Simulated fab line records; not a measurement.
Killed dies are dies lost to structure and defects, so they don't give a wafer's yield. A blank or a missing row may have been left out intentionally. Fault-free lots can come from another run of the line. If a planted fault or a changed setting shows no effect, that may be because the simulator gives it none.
Which tool is to blame?	flow nand_harc	34 wafers from 12 lots sampled at 4 of the route's 1302 steps

WHAT THE GAUGES SHOWED, per wafer
Not one reading of a measure or inspect step in the record can be checked against a usual standard deviation.

WHAT TOOL EACH LOT RAN ON (gives the tool, then ch and the chambers of the sampled wafers, and finally the start)
lot	NHARC_A_WL_FILL_RTA_01	NHARC_A_WL_FILL_ETCHBACK_16	NHARC_A_WL_FILL_ETCHBACK_17	NHARC_A_WL_FILL_ETCHBACK_26
L230	rtp_anneal-01 ch 0, day 21 05:05	rie_diel-10 ch 1,2,3, day 21 17:40 or earlier	rie_metal-01 ch 0,1, day 21 17:40	rie_si-05 ch 0,3, day 21 22:50
L227	rtp_anneal-02 ch 0, day 21 05:10	rie_diel-08 ch 0,1, day 21 17:37 or earlier	rie_metal-02 ch 0,1, day 21 17:37	rie_si-06 ch 0,2,3, day 21 22:51
L232	rtp_anneal-01 ch 0, day 21 20:58	rie_diel-13 ch 0,1,3, day 22 08:43 or earlier	rie_metal-02 ch 0,1, day 22 08:43	rie_si-06 ch 0,1,2, day 22 13:59
L231	rtp_anneal-02 ch 0, day 21 20:59	rie_diel-10 ch 0,1,3, day 22 09:48 or earlier	rie_metal-01 ch 0,1, day 22 09:48	rie_si-01 ch 1,2,3, day 22 13:58
L233	rtp_anneal-02 ch 0, day 22 17:13	rie_diel-08 ch 0,3, day 23 08:08 or earlier	rie_metal-02 ch 0,1, day 23 08:08	rie_si-01 ch 0,1,2, day 23 13:15
L234	rtp_anneal-02 ch 0, day 23 18:59	rie_diel-08 ch 0,1,3, day 24 06:02 or earlier	rie_metal-02 ch 0,1, day 24 06:02	rie_si-01 ch 0,1, day 24 11:14
L236	rtp_anneal-01 ch 0, day 24 04:51	rie_diel-13 ch 0,1,2, day 24 16:21 or earlier	rie_metal-03 ch 0,1, day 24 16:21	rie_si-06 ch 0,1,3, day 24 21:37
L237	rtp_anneal-02 ch 0, day 25 00:00	rie_diel-13 ch 1,2,3, day 25 13:50 or earlier	rie_metal-03 ch 0,1, day 25 13:50	rie_si-05 ch 0,1,2, day 25 18:55
L238	rtp_anneal-01 ch 0, day 25 00:13	rie_diel-08 ch 0,3, day 25 13:52 or earlier	rie_metal-02 ch 0,1, day 25 13:52	rie_si-01 ch 1,2, day 25 18:55
L240	rtp_anneal-01 ch 0, day 26 04:54	rie_diel-13 ch 0,1, day 26 17:06 or earlier	rie_metal-01 ch 0,1, day 26 17:06	rie_si-01 ch 0,1,2, day 26 22:19
L241	rtp_anneal-02 ch 0, day 27 05:39	rie_diel-08 ch 0,2,3, day 27 16:44 or earlier	rie_metal-02 ch 0,1, day 27 16:44	rie_si-05 ch 1,2,3, day 27 21:57
L243	rtp_anneal-01 ch 0, day 27 09:34	rie_diel-08 ch 3, day 27 20:41 or earlier	rie_metal-01 ch 1, day 27 20:41	rie_si-06 ch 1, day 28 01:56
- NHARC_A_WL_FILL_RTA_01: time 5 s.
- NHARC_A_WL_FILL_ETCHBACK_16: etches the open film in C4F8/O2/Ar, target depth 120 nm, time 24 s.
- NHARC_A_WL_FILL_ETCHBACK_17: etches the open film in Cl2/BCl3, target depth 4 nm, time 26.7 s.
- NHARC_A_WL_FILL_ETCHBACK_26: etches the open film in HBr, target depth 52 nm, time 13.3 s.

WHAT THE TOOLS THEMSELVES READ (means of the sampled wafers that have a number; where no wafer has one, the mark that the record gives instead)
NHARC_A_WL_FILL_RTA_01. Usual: lamp_power_pct 29.9 %, standard deviation 0.41; wafer_temp_C_max 1006.2, standard deviation 2.4.
lot	tool	lamp_power_pct (%)	wafer_temp_C_max	flag
L230	rtp_anneal-01	29.5	1008.1	
L227	rtp_anneal-02	30.3	1004.8	
L232	rtp_anneal-01	29.5	1008.6	
L231	rtp_anneal-02	30.3	1004.2	
L233	rtp_anneal-02	30.3	1004.0	
L234	rtp_anneal-02	30.3	1004.7	
L236	rtp_anneal-01	29.5	1008.6	
L237	rtp_anneal-02	30.3	1004.9	
L238	rtp_anneal-01	29.5	1007.7	
L240	rtp_anneal-01	29.4	1008.3	
L241	rtp_anneal-02	30.3	1003.8	
L243	rtp_anneal-01	29.5	1008.4	

NHARC_A_WL_FILL_ETCHBACK_16. Usual: bias_w 800.3 W, standard deviation 2.2; oes_product_au 0.97 a.u., standard deviation 0.032; rf_vpp_V 725.4 V, standard deviation 2.2; run_length_s 45.0 s, standard deviation 0.6.
lot	tool	bias_w (W)	oes_product_au (a.u.)	rf_vpp_V (V)	run_length_s (s)	flag
L230	rie_diel-10	797.6	1.01	725.3	45.2	
L227	rie_diel-08	800.9	1.00	727.4	44.6	
L232	rie_diel-13	799.7	0.92	725.4	45.3	
L231	rie_diel-10	799.7	1.00	724.0	45.4	
L233	rie_diel-08	798.1	0.92	724.7	44.7	
L234	rie_diel-08	800.7	0.99	725.3	44.5	
L236	rie_diel-13	800.0	0.99	724.9	45.4	
L237	rie_diel-13	798.8	0.98	725.5	46.0	
L238	rie_diel-08	800.9	0.99	724.1	44.5	
L240	rie_diel-13	800.1	1.00	726.9	45.5	
L241	rie_diel-08	801.8	0.99	724.2	44.8	
L243	rie_diel-08	800.4	0.99	723.7	44.3	

NHARC_A_WL_FILL_ETCHBACK_17. Usual: drypump_motor_current_A 5.6 A, standard deviation 0.3; oes_product_au 1.001 a.u., standard deviation 0.0097; run_length_s 47.87 s, standard deviation 0.29.
lot	tool	drypump_motor_current_A (A)	oes_product_au (a.u.)	run_length_s (s)	flag
L230	rie_metal-01	5.5	1.003	48.11	
L227	rie_metal-02	5.5	0.994	47.82	
L232	rie_metal-02	5.5	1.002	48.04	
L231	rie_metal-01	5.5	0.999	47.84	
L233	rie_metal-02	5.5	1.011	47.99	
L234	rie_metal-02	5.5	0.991	47.82	
L236	rie_metal-03	5.9	1.000	47.64	
L237	rie_metal-03	5.9	0.990	47.73	
L238	rie_metal-02	5.5	1.005	47.95	
L240	rie_metal-01	5.8	1.009	47.91	
L241	rie_metal-02	5.5	1.004	47.79	
L243	rie_metal-01	5.2	0.996	49.59	OFF

NHARC_A_WL_FILL_ETCHBACK_26. Usual: bias_w 60.02 W, standard deviation 0.18; drypump_motor_current_A 5.9 A, standard deviation 0.52; oes_product_au 1.002 a.u., standard deviation 0.01; run_length_s 34.5 s, standard deviation 0.42; throttle_valve_pct 23.265 %, standard deviation 0.0094.
lot	tool	bias_w (W)	drypump_motor_current_A (A)	oes_product_au (a.u.)	run_length_s (s)	throttle_valve_pct (%)	flag
L230	rie_si-05	60.19	5.5	1.003	34.8	23.263	
L227	rie_si-06	60.06	6.3	1.001	34.7	23.268	
L232	rie_si-06	59.97	5.8	1.013	34.3	23.271	
L231	rie_si-01	60.08	6.0	0.997	34.6	23.264	
L233	rie_si-01	60.08	5.8	1.013	34.7	23.261	
L234	rie_si-01	60.05	5.6	0.992	34.8	23.268	
L236	rie_si-06	60.06	5.9	1.004	34.4	23.259	
L237	rie_si-05	59.98	5.6	1.009	34.4	23.263	
L238	rie_si-01	59.87	5.5	0.993	34.6	23.264	
L240	rie_si-01	60.05	5.8	1.002	34.4	23.258	
L241	rie_si-05	60.02	5.5	1.002	34.4	23.266	
L243	rie_si-06	59.89	4.9	1.009	33.9	23.246	

THE ANSWER, worked out from the rows above alone
Rule: a lot is off if the mean of its wafers that have a number lies more than 3 standard deviations from the usual mean. A lot without any number at a reading at which 4 lots or more have one is off too. Where the step has rows for the other lots, those lots are counted as sound. Order of review: gauges by route order, followed by the tools' own readings, for which a lot's mean as printed above is used. At the first step where some lot is off, the reading lying furthest off is the one used; lots without a number count as furthest.
Off: L243, at NHARC_A_WL_FILL_ETCHBACK_17 (run_length_s).
A tool fits if, at that step or a process step before it, it ran every lot that is off, and no sound lot after the first of them. NHARC_A_WL_FILL_ETCHBACK_16 gives no start for some lots, so the hours and the order of its lots are those of NHARC_A_WL_FILL_ETCHBACK_17. Can't be told from this: 3 tools fit, rtp_anneal-01 at NHARC_A_WL_FILL_RTA_01, rie_diel-08 at NHARC_A_WL_FILL_ETCHBACK_16, rie_metal-01 at NHARC_A_WL_FILL_ETCHBACK_17.

WHAT THE SIMULATOR HAD INSERTED
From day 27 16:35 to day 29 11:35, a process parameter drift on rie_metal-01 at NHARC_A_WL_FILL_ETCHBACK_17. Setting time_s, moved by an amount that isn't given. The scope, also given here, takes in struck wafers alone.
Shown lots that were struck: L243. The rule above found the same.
